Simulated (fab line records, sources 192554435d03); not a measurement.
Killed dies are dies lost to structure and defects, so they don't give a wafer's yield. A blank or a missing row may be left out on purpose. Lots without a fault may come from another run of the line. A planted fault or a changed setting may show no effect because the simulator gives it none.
fab line records | flow n5_finfet
record lots=7 wafers=39
route steps=1938 shown BEOL_M9@1419 BEOL_M10@1488 BEOL_M12@1616 TV_LITHO@1881
start_h: hours from the record's first day to the start of the lot's first wafer shown | wait_h: hours since the lot's step before | " the same as in the row above | L1.1+2: a row that stands for several wafers | - no value, or no start given | * or withheld: withheld | < > ~ a bound
route shown NAME@n: a module of which the file shows steps, and the number in the route of the first | usual: mean/standard deviation of fault-free wafers | same: alike in all rows | chamber/n: place in a boat | sites: the reading at each site | _std_site: their standard deviation | _edge_site: outer sites' mean less inner sites' | radius_mm: how far each site lies from the wafer's centre | mask NAME#n: copy n | behind: the tool/chamber that last shaped the wafer | hold: why the lot was held/for how many hours/how that ended | device: the transistor (n, p or np) that didn't switch | end of line: the same wafers' tests at the end of the route | a step without rows: its recipe alone | killed: dies lost to structure and defects at the first sort, not the wafer's yield | map: a wafer's dies, x killed, . not, _ none there
set.NAME: the setting as run; set.NAME@STEP: as run at that earlier step | model.NAME: the simulator's own value behind a step, which no gauge read
lots whose settings were changed on purpose; a table a step, a row a wafer
## steps
# step N5_BEOL_M9_ETCH_62
# recipe chemistry=N2/H2 target=SOC target_depth_a=1100 overetch_a=220 mask_material=SiARC temp_c=40 time_s=165 ion_energy_ev=200 pressure_mtorr=30 source_w=840 bias_w=150 n2_flow_sccm=200 h2_flow_sccm=200
# columns lot.wafer tool chamber start_h wait_h set.time_s model.SiARC_of_BEOL_M9_COAT_60.thk_nm
L078.1 rie_diel-06 0 235.18 0.0 116.1 25.6
L078.2+6 " 3 " " 165 23.4
L078.3 " 1 " " 116.1 25.4
L078.4 " 2 " " 116.1 25.2
L078.5 " 0 " " 165 23.8
L081.1 rie_diel-05 3 257.84 0.0 198.2 22
L081.2 " 1 " " 198.2 22.2
L081.3 " 2 " " 198.2 22.6
L081.4 " 0 " " 165 23.6
L081.5 " 3 " " 165 23.2
L081.6 " 0 " " 165 23.4
L082.1 rie_diel-03 3 270.54 0.0 191.6 22.2
L082.2 " 0 " " 165 23.4
L082.3 " 2 " " 191.6 22.4
L082.4+6 " 3,2 " " 165 23.2
L082.5 " 0 " " 191.6 22
L084.3+6 rie_diel-05 2 280.07 0.0 165 23.8
L084.5 " 3 " " 165 23.4
L087.1 rie_diel-03 1 299.40 0.0 231.4 21.4
L087.2+4+6 " 2,3,2 " " 165 23.4
L087.3 " 0 " " 231.4 20.6
L087.5 " 1 " " 231.4 21.6
L096.1 rie_diel-05 3 361.19 0.0 259.8 19.4
L096.2+4 " 0,3 " " 165 23.4
L096.3 " 1 " " 259.8 20
L096.5 " 0 " " 259.8 19.8
L096.6 " 1 " " 165 23.6
L095.1+6 rie_diel-06 3,1 372.04 0.0 252.8 20
L095.2 " 2 " " 252.8 19.6
L095.3+5 " 1,3 " " 165 23.6
L095.4 " 2 " " 165 23.2
# step N5_BEOL_M9_STRIP_68
# recipe chemistry=N2/H2 temp_c=40 n2_flow_sccm=200 h2_flow_sccm=200 rf_frequency_hz=6e+07
# step N5_BEOL_M9_STRIP_67
# recipe chemistry=CF4 resist=SiARC power_w=300 bias_power_w=75 pressure_mtorr=50 cf4_flow_sccm=150 rf_frequency_hz=6e+07
# step N5_BEOL_M9_HM_OPEN_17
# recipe chemistry=Cl2/BCl3 target_depth_a=200 overetch_a=60 target=TiN mask_material=SOC ion_energy_ev=150 pressure_mtorr=10 icp_w=1000 bias_w=126 Cl2_flow_sccm=53.25 bcl3_flow_sccm=21.75 Ar_flow_sccm=25
# columns lot.wafer tool chamber start_h wait_h set.time_s@BEOL_M9_ETCH_62 model.etch.depth_nm
L078.1 rie_metal-01 0 235.37 0.0 116.1 19.81
L078.2 " 1 " " 165 19.87
L078.3 " 1 " " 116.1 19.72
L078.4 " 0 " " 116.1 19.95
L078.5 " 1 " " 165 19.85
L078.6 " 0 " " 165 20.09
L081.1 rie_metal-03 0 258.03 0.0 198.2 16.61
L081.2 " 1 " " 198.2 16.92
L081.3 " 0 " " 198.2 16.78
L081.4 " 1 " " 165 19.94
L081.5 " 0 " " 165 20.16
L081.6 " 1 " " 165 19.75
L082.1 rie_metal-01 0 270.78 0.1 191.6 17.5
L082.2 " 1 " " 165 19.87
L082.3 " 0 " " 191.6 17.27
L082.4 " 1 " " 165 19.89
L082.5 " 0 " " 191.6 17.28
L082.6 " 1 " " 165 20.02
L084.3 rie_metal-01 1 280.29 0.1 165 19.7
L084.5 " 1 " " 165 19.61
L084.6 " 0 " " 165 19.44
L087.1 rie_metal-03 1 299.59 0.0 231.4 13.8
L087.2 " 0 " " 165 20.08
L087.3 " 0 " " 231.4 13.29
L087.4 " 1 " " 165 20.06
L087.5 " 0 " " 231.4 14.01
L087.6 " 1 " " 165 19.8
L096.1 rie_metal-01 0 361.38 0.0 259.8 10.62
L096.2 " 1 " " 165 19.91
L096.3 " 1 " " 259.8 10.97
L096.4 " 0 " " 165 19.6
L096.5 " 0 " " 259.8 11.12
L096.6 " 1 " " 165 19.62
L095.1 rie_metal-02 0 372.33 0.1 252.8 11.52
L095.2 " 1 " " 252.8 11.04
L095.3 " 0 " " 165 20.15
L095.4 " 1 " " 165 19.98
L095.5 " 0 " " 165 19.93
L095.6 " 1 " " 252.8 11.39
# step N5_BEOL_M9_STRIP_19
# recipe chemistry=O2 power_w=400 temp_c=40 pressure_mtorr=30 rf_frequency_hz=6e+07 bias_power_w=0 overash_fraction=0.2 o2_flow_sccm=225
# step N5_BEOL_M9_CD_MEAS_18
# recipe pitch_nm=140 target_cd_nm=70
# usual cd_nm=69.8/0.59
# columns lot.wafer tool chamber start_h wait_h set.time_s@BEOL_M9_ETCH_62 cd_nm
L078.1 cd_sem-01 - 235.55 0.0 116.1 -
L078.2 " - " " 165 69.9
L078.3 " - " " 116.1 -
L078.4 " - " " 116.1 -
L078.5 " - " " 165 69.8
L078.6 " - " " 165 68.7
L081.1 cd_sem-01 - 258.21 0.0 198.2 70.4
L081.2 " - " " 198.2 70.8
L081.3 " - " " 198.2 71.1
L081.4 " - " " 165 70.2
L081.5 " - " " 165 70.7
L081.6 " - " " 165 70.8
L082.1 cd_sem-03 - 271.01 0.0 191.6 71.2
L082.2 " - " " 165 70.1
L082.3 " - " " 191.6 70.4
L082.4 " - " " 165 69.9
L082.5 " - " " 191.6 70.3
L082.6 " - " " 165 70.3
L084.3 cd_sem-02 - 280.46 0.1 165 68.5
L084.5 " - " " 165 69.3
L084.6 " - " " 165 69.5
L087.1 cd_sem-02 - 299.77 0.0 231.4 71.9
L087.2 " - " " 165 70.5
L087.3 " - " " 231.4 71.5
L087.4 " - " " 165 70.9
L087.5 " - " " 231.4 71.6
L087.6 " - " " 165 70.9
L096.1 cd_sem-02 - 361.56 0.0 259.8 72.8
L096.2 " - " " 165 70.0
L096.3 " - " " 259.8 71.2
L096.4 " - " " 165 69.9
L096.5 " - " " 259.8 72.5
L096.6 " - " " 165 69.9
L095.1 cd_sem-03 - 372.52 0.0 252.8 72.3
L095.2 " - " " 252.8 72.3
L095.3 " - " " 165 68.9
L095.4 " - " " 165 69.0
L095.5 " - " " 165 69.5
L095.6 " - " " 252.8 72.8
# step N5_BEOL_M10_ETCH_62
# recipe chemistry=N2/H2 target=SOC target_depth_a=1100 overetch_a=220 mask_material=SiARC temp_c=40 time_s=165 ion_energy_ev=200 pressure_mtorr=30 source_w=840 bias_w=150 n2_flow_sccm=200 h2_flow_sccm=200
# columns lot.wafer tool chamber start_h wait_h set.time_s model.SiARC_of_BEOL_M10_COAT_60.thk_nm
L078.1 rie_diel-04 0 242.30 0.0 165 23.4
L078.2+3+6 " 2,1,0 " " 210.3 21.8
L078.4+5 " 3,1 " " 165 23.6
L081.1 rie_diel-02 3 266.15 0.0 230.6 20.8
L081.2+6 " 2 " " 165 23.6
L081.3+4 " 0,1 " " 230.6 21.2
L081.5 " 3 " " 165 23.4
L082.1+2+3+4+5+6 rie_diel-04 2,3,0,3,2,0 279.65 0.0 165 23.4
L084.3 rie_diel-04 1 295.18 0.0 165 23.8
L084.5+6 " 2,1 " " 165 23.6
L087.1+5 rie_diel-04 1 308.48 0.0 165 23.6
L087.2+3 " 0,2 " " 220.4 21.2
L087.4 " 3 " " 165 23.4
L087.6 " 2 " " 220.4 21.4
L096.1 rie_diel-02 3 371.98 0.0 234 20.8
L096.2 " 1 " " 234 21.2
L096.3+4 " 2 " " 165 23.8
L096.5 " 1 " " 234 21.4
L096.6 " 3 " " 165 23.6
L095.1+6 rie_diel-02 0 378.40 0.0 191 22.4
L095.2+5 " 2,1 " " 165 23.8
L095.3 " 3 " " 165 23.6
L095.4 " 1 " " 191 22.8
# step N5_BEOL_M10_STRIP_68
# recipe chemistry=N2/H2 temp_c=40 n2_flow_sccm=200 h2_flow_sccm=200 rf_frequency_hz=6e+07
# step N5_BEOL_M10_STRIP_67
# recipe chemistry=CF4 resist=SiARC power_w=300 bias_power_w=75 pressure_mtorr=50 cf4_flow_sccm=150 rf_frequency_hz=6e+07
# step N5_BEOL_M10_HM_OPEN_17
# recipe chemistry=Cl2/BCl3 target_depth_a=200 overetch_a=60 target=TiN mask_material=SOC ion_energy_ev=150 pressure_mtorr=10 icp_w=1000 bias_w=126 Cl2_flow_sccm=53.25 bcl3_flow_sccm=21.75 Ar_flow_sccm=25
# usual oes_product_au=0.69/0.062
# columns lot.wafer tool chamber start_h wait_h set.time_s@BEOL_M10_ETCH_62 oes_product_au model.etch.depth_nm
L078.1 rie_metal-03 1 242.49 0.0 165 0.69 19.86
L078.2 " 0 " " 210.3 0.66 15.44
L078.3 " 0 " " 210.3 0.65 15.54
L078.4 " 1 " " 165 0.69 19.95
L078.5 " 1 " " 165 0.69 19.79
L078.6 " 0 " " 210.3 0.65 15.4
L081.1 rie_metal-01 0 266.34 0.0 230.6 0.52 13.35
L081.2 " 1 " " 165 0.65 19.84
L081.3 " 0 " " 230.6 0.53 13.5
L081.4 " 1 " " 230.6 0.52 13.19
L081.5 " 0 " " 165 0.63 19.72
L081.6 " 1 " " 165 0.65 19.74
L082.1 rie_metal-01 0 279.92 0.1 165 0.64 20.05
L082.2 " 1 " " 165 0.65 20.27
L082.3 " 0 " " 165 0.64 20.1
L082.4 " 1 " " 165 0.66 20.17
L082.5 " 0 " " 165 0.64 20.23
L082.6 " 1 " " 165 0.65 20.15
L084.3 rie_metal-02 0 295.39 0.1 165 0.79 20.35
L084.5 " 1 " " 165 0.85 20.37
L084.6 " 0 " " 165 0.78 20.18
L087.1 rie_metal-03 1 308.67 0.0 165 0.68 20.01
L087.2 " 0 " " 220.4 0.62 14.67
L087.3 " 1 " " 220.4 0.58 14.88
L087.4 " 0 " " 165 0.72 20.09
L087.5 " 1 " " 165 0.67 20.03
L087.6 " 0 " " 220.4 0.62 14.68
L096.1 rie_metal-02 1 372.24 0.1 234 0.64 13.23
L096.2 " 0 " " 234 0.61 13.37
L096.3 " 0 " " 165 0.73 19.62
L096.4 " 1 " " 165 0.79 19.85
L096.5 " 0 " " 234 0.62 13.51
L096.6 " 1 " " 165 0.79 19.78
L095.1 rie_metal-03 1 378.58 0.0 191 0.62 17.29
L095.2 " 0 " " 165 0.72 20.15
L095.3 " 0 " " 165 0.71 20.16
L095.4 " 1 " " 191 0.62 17.93
L095.5 " 0 " " 165 0.71 20.17
L095.6 " 1 " " 191 0.62 17.67
# step N5_BEOL_M12_ETCH_59
# recipe chemistry=N2/H2 target=BARC target_depth_a=890 overetch_a=267 time_s=67.9 ion_energy_ev=200 pressure_mtorr=30 source_w=840 bias_w=150 n2_flow_sccm=200 h2_flow_sccm=200
# columns lot.wafer tool chamber start_h wait_h set.target_depth_a model.coat_of_BEOL_M12_COAT_04.thk_nm model.etch.depth_nm
L078.1 rie_diel-01 3 257.67 0.0 621.3 336 85.65
L078.2 " 1 " " 621.3 331.6 88.77
L078.3 " 0 " " 890 316.2 89.22
L078.4 " 1 " " 890 315.4 89.23
L078.5 " 0 " " 890 316.4 88.96
L078.6 " 3 " " 621.3 334.4 85.9
L081.1 rie_diel-02 2 292.08 0.0 678.2 327.6 89.49
L081.2 " 1 " " 890 316.6 89.83
L081.3 " 3 " " 678.2 329.8 89.41
L081.4 " 0 " " 890 318 89.43
L081.5 " 0 " " 678.2 330.8 89.21
L081.6 " 3 " " 890 318.2 89.49
L082.1 rie_diel-02 0 293.91 0.0 890 320.2 89.19
L082.2 " 2 " " 890 317 89.12
L082.3 " 1 " " 447.8 343.2 71.55
L082.4 " 3 " " 447.8 343.2 72.21
L082.5 " 2 " " 447.8 342.4 72.14
L082.6 " 1 " " 890 317.6 89.25
L084.3 rie_diel-04 1 307.85 0.0 890 317 88.64
L084.5 " 1 " " 890 316.6 88.61
L084.6 " 2 " " 890 316 88.68
L087.1 rie_diel-04 3 322.28 0.0 890 320.4 89.26
L087.2 " 0 " " 890 318.8 89.13
L087.3 " 2 " " 890 318.4 89.18
L087.4 " 2 " " 890 319.4 88.94
L087.5 " 3 " " 890 320.6 89.19
L087.6 " 0 " " 890 318.6 89.17
L096.1 rie_diel-01 1 386.62 0.0 890 315.8 89.22
L096.2 " 2 " " 890 318.4 89.48
L096.3 " 0 " " 890 316.4 89.25
L096.4 " 3 " " 890 318.6 89.33
L096.5 " 1 " " 890 316.4 89.6
L096.6 " 0 " " 890 317.6 89.07
L095.1 rie_diel-04 3 393.52 0.0 502.5 339.8 76.59
L095.2 " 1 " " 890 318.6 88.54
L095.3 " 2 " " 502.5 339.8 75.93
L095.4 " 0 " " 890 316.8 88.58
L095.5 " 3 " " 502.5 339 76.16
L095.6 " 0 " " 890 318.6 88.44
# step N5_BEOL_M12_VIA_ETCH_16
# recipe chemistry=C4F8/O2/Ar target=SiOC pressure_mtorr=30 source_w=3000 bias_w=700 Ar_flow_sccm=400 C4F8_flow_sccm=15 O2_flow_sccm=8 he_inner_torr=15 he_outer_torr=30 target_depth_a=7248 time_s=withheld ion_energy_ev=250 ends=cleared
# columns lot.wafer tool chamber start_h wait_h set.target_depth_a@BEOL_M12_ETCH_59 model.coat_of_BEOL_M12_COAT_04.thk_nm
L078.1 rie_diel-01 3 257.72 0.0 621.3 143.6
L078.2 " 1 " " 621.3 136.8
L078.3 " 0 " " 890 121.6
L078.4 " 1 " " 890 119.8
L078.5 " 0 " " 890 119
L078.6 " 3 " " 621.3 138.6
L081.1 rie_diel-02 2 292.13 0.0 678.2 135.2
L081.2 " 1 " " 890 121.4
L081.3 " 3 " " 678.2 134.4
L081.4 " 0 " " 890 119.8
L081.5 " 0 " " 678.2 137.8
L081.6 " 3 " " 890 119.2
L082.1 rie_diel-02 0 293.96 0.0 890 127.8
L082.2 " 2 " " 890 123.4
L082.3 " 1 " " 447.8 147.8
L082.4 " 3 " " 447.8 146.6
L082.5 " 2 " " 447.8 147
L082.6 " 1 " " 890 122.6
L084.3 rie_diel-04 1 307.90 0.0 890 121
L084.5 " 1 " " 890 119.4
L084.6 " 2 " " 890 118.8
L087.1 rie_diel-04 3 322.33 0.0 890 128
L087.2 " 0 " " 890 121.6
L087.3+6 " 2,0 " " 890 120.2
L087.4 " 2 " " 890 123.4
L087.5 " 3 " " 890 122.2
L096.1 rie_diel-01 1 386.67 0.0 890 122
L096.2 " 2 " " 890 126.4
L096.3 " 0 " " 890 123
L096.4 " 3 " " 890 124.4
L096.5 " 1 " " 890 121.4
L096.6 " 0 " " 890 120.4
L095.1 rie_diel-04 3 393.57 0.0 502.5 145
L095.2 " 1 " " 890 124.4
L095.3 " 2 " " 502.5 145.8
L095.4 " 0 " " 890 118.2
L095.5 " 3 " " 502.5 140.6
L095.6 " 0 " " 890 120.8
# step N5_BEOL_M12_STRIP_63
# recipe chemistry=N2/H2 power_w=1000 temp_c=250 h2_frac=0.65 overash_fraction=0.3 pressure_mtorr=1000 n2_flow_sccm=1750 h2_flow_sccm=3250
# usual strip_time_to_endpoint_s=42.4/0.89
# columns lot.wafer tool chamber start_h wait_h set.target_depth_a@BEOL_M12_ETCH_59 strip_time_to_endpoint_s
L078.1 plasma_asher-02 1 257.92 - 621.3 48.0
L078.2 " 0 " " 621.3 46.2
L078.3 " 1 " " 890 42.1
L078.4 " 0 " " 890 41.6
L078.5 " 0 " " 890 41.4
L078.6 " 1 " " 621.3 46.6
L081.1 plasma_asher-02 1 292.33 - 678.2 45.8
L081.2 " 0 " " 890 42.0
L081.3 " 0 " " 678.2 45.5
L081.4 " 1 " " 890 41.6
L081.5 " 1 " " 678.2 46.4
L081.6 " 0 " " 890 41.5
L082.1 plasma_asher-01 0 294.16 - 890 43.8
L082.2 " 1 " " 890 42.6
L082.3 " 1 " " 447.8 49.1
L082.4 " 0 " " 447.8 48.8
L082.5 " 0 " " 447.8 48.9
L082.6 " 1 " " 890 42.4
L084.3 plasma_asher-02 0 308.12 - 890 42.0
L084.5 " 0 " " 890 41.5
L084.6 " 1 " " 890 41.3
L087.1 plasma_asher-02 1 322.53 - 890 43.8
L087.2 " 0 " " 890 42.1
L087.3 " 0 " " 890 41.7
L087.4 " 1 " " 890 42.6
L087.5 " 0 " " 890 42.3
L087.6 " 1 " " 890 41.7
L096.1 plasma_asher-02 1 386.87 - 890 42.2
L096.2 " 0 " " 890 43.4
L096.3 " 0 " " 890 42.5
L096.4 " 1 " " 890 42.9
L096.5 " 0 " " 890 42.0
L096.6 " 1 " " 890 41.8
L095.1 plasma_asher-01 1 393.77 - 502.5 48.4
L095.2 " 0 " " 890 42.9
L095.3 " 1 " " 502.5 48.5
L095.4 " 0 " " 890 41.2
L095.5 " 1 " " 502.5 47.2
L095.6 " 0 " " 890 41.9
# step N5_PASSIVATION_DEVELOP_09
# recipe develop_time_s=60 rinse_liquid=diw dry=air_spin dev_temp_c=21
# columns lot.wafer tool chamber start_h wait_h set.develop_time_s
L078.1+2+3+4+5+6 litho_track-03 0 - - 60
L081.1+2+6 litho_track-04 0 - - 50.82
L081.3+4+5 " 0 " " 60
L082.1+5+6 litho_track-05 0 - - 39.15
L082.2+3+4 " 0 " " 60
L084.3+5+6 litho_track-03 0 - - 60
L087.1+2+4 litho_track-04 0 - - 60
L087.3+5+6 " 0 " " 69.88
L096.1+3+6 litho_track-04 0 - - 28.05
L096.2+4+5 " 0 " " 60
L095.1+3+4 litho_track-05 0 - - 60
L095.2+5+6 " 0 " " 92.02
# step N5_PASSIVATION_HARDBAKE_11
# recipe temp_c=130 time_s=120
# step N5_PASSIVATION_CD_MEAS_10
# recipe target_cd_nm=3000 landing_energy_ev=500 detector=se_inlens
# usual cd_nm=3001.0/2.1
# columns lot.wafer tool chamber start_h wait_h set.develop_time_s@PASSIVATION_DEVELOP_09 cd_nm
L078.1 cd_sem-03 0 290.26 - 60 2999.4
L078.2 " 0 " " 60 3002.2
L078.3 " 0 " " 60 2999.9
L078.4 " 0 " " 60 3000.2
L078.5 " 0 " " 60 2997.5
L078.6 " 0 " " 60 3000.5
L081.1 cd_sem-02 0 323.70 - 50.82 2999.0
L081.2 " 0 " " 50.82 2999.9
L081.3 " 0 " " 60 2998.4
L081.4 " 0 " " 60 3002.4
L081.5 " 0 " " 60 2996.4
L081.6 " 0 " " 50.82 3000.2
L082.1 cd_sem-01 0 341.38 - 39.15 2992.8
L082.2 " 0 " " 60 2999.1
L082.3 " 0 " " 60 3001.8
L082.4 " 0 " " 60 3003.2
L082.5 " 0 " " 39.15 2993.2
L082.6 " 0 " " 39.15 2993.1
L084.3 cd_sem-02 0 342.82 - 60 3003.1
L084.5 " 0 " " 60 3000.4
L084.6 " 0 " " 60 2999.1
L087.1 cd_sem-01 0 381.34 - 60 3002.9
L087.2 " 0 " " 60 2998.7
L087.3 " 0 " " 69.88 3008.1
L087.4 " 0 " " 60 3004.0
L087.5 " 0 " " 69.88 3006.3
L087.6 " 0 " " 69.88 3002.6
L096.1 cd_sem-01 0 417.67 - 28.05 2980.0
L096.2 " 0 " " 60 3004.6
L096.3 " 0 " " 28.05 2982.4
L096.4 " 0 " " 60 3005.2
L096.5 " 0 " " 60 3004.0
L096.6 " 0 " " 28.05 2986.9
L095.1 cd_sem-03 0 428.22 - 60 3001.6
L095.2 " 0 " " 92.02 3009.1
L095.3 " 0 " " 60 3000.9
L095.4 " 0 " " 60 3000.8
L095.5 " 0 " " 92.02 3012.3
L095.6 " 0 " " 92.02 3011.1
# step N5_PASSIVATION_DESCUM_12
# recipe chemistry=O2 time_s=7.9 source_power_w=50 bias_power_w=20 pressure_mtorr=20 rf_frequency_hz=2.712e+07 temp_c=40 o2_flow_sccm=225
# columns lot.wafer tool chamber start_h wait_h set.develop_time_s@PASSIVATION_DEVELOP_09 model.TV_LITHO.cd_nm
L078.1+3+4 rie_diel-03 2,0,1 290.46 0.1 60 3000
L078.2 " 3 " " 60 3002
L078.5 " 2 " " 60 2997
L078.6 " 3 " " 60 3001
L081.1 rie_diel-05 1 323.98 0.2 50.82 2999
L081.2+6 " 0,1 " " 50.82 3000
L081.3 " 3 " " 60 2998
L081.4 " 2 " " 60 3003
L081.5 " 0 " " 60 2996
L082.1+5 rie_diel-06 2,3 341.47 0.0 39.15 2993
L082.2 " 0 " " 60 2999
L082.3 " 3 " " 60 3002
L082.4 " 1 " " 60 3003
L082.6 " 2 " " 39.15 2994
L084.3 rie_diel-05 3 343.14 0.3 60 3003
L084.5 " 2 " " 60 3000
L084.6 " 3 " " 60 2999
L087.1 rie_diel-05 0 381.50 0.1 60 -
L087.2 " 3 " " 60 2999
L087.3 " 2 " " 69.88 3008
L087.4 " 1 " " 60 3004
L087.5 " 3 " " 69.88 3007
L087.6 " 0 " " 69.88 3003
L096.1 rie_diel-06 3 417.76 0.0 28.05 2980
L096.2+5 " 1,2 " " 60 3004
L096.3 " 2 " " 28.05 2983
L096.4 " 1 " " 60 3005
L096.6 " 3 " " 28.05 2987
L095.1 rie_diel-05 0 428.31 0.0 60 3002
L095.2 " 3 " " 92.02 3009
L095.3+4 " 2,1 " " 60 3001
L095.5 " 1 " " 92.02 3012
L095.6 " 0 " " 92.02 3011
## key
split step=N5_BEOL_M9_ETCH_62 setting=time_s stated=165 by=wafer
response step=N5_BEOL_M9_ETCH_62 reading=model.SiARC_of_BEOL_M9_COAT_60.thk_nm change=-0.0635 per=1% r=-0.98
response step=N5_BEOL_M9_HM_OPEN_17 reading=model.etch.depth_nm shape=bent at_lowest=19.82 at_stated=19.87 at_highest=10.9
response step=N5_BEOL_M9_CD_MEAS_18 reading=cd_nm change=+0.0419 per=1% r=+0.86
split step=N5_BEOL_M10_ETCH_62 setting=time_s stated=165 by=wafer
response step=N5_BEOL_M10_ETCH_62 reading=model.SiARC_of_BEOL_M10_COAT_60.thk_nm change=-0.064 per=1% r=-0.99
response step=N5_BEOL_M10_HM_OPEN_17 reading=oes_product_au change=-0.00295 per=1% r=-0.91
response step=N5_BEOL_M10_HM_OPEN_17 reading=model.etch.depth_nm change=-0.158 per=1% r=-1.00
split step=N5_BEOL_M12_ETCH_59 setting=target_depth_a stated=890 by=wafer
response step=N5_BEOL_M12_ETCH_59 reading=model.coat_of_BEOL_M12_COAT_04.thk_nm change=-0.511 per=1% r=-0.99
response step=N5_BEOL_M12_ETCH_59 reading=model.etch.depth_nm change=+0.251 per=1% r=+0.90
response step=N5_BEOL_M12_VIA_ETCH_16 reading=model.coat_of_BEOL_M12_COAT_04.thk_nm change=-0.525 per=1% r=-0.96
response step=N5_BEOL_M12_STRIP_63 reading=strip_time_to_endpoint_s change=* per=1% r=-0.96
split step=N5_PASSIVATION_DEVELOP_09 setting=develop_time_s stated=60 by=wafer
response step=N5_PASSIVATION_CD_MEAS_10 reading=cd_nm change=+0.272 per=1% r=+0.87
response step=N5_PASSIVATION_DESCUM_12 reading=model.TV_LITHO.cd_nm change=+0.269 per=1% r=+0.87
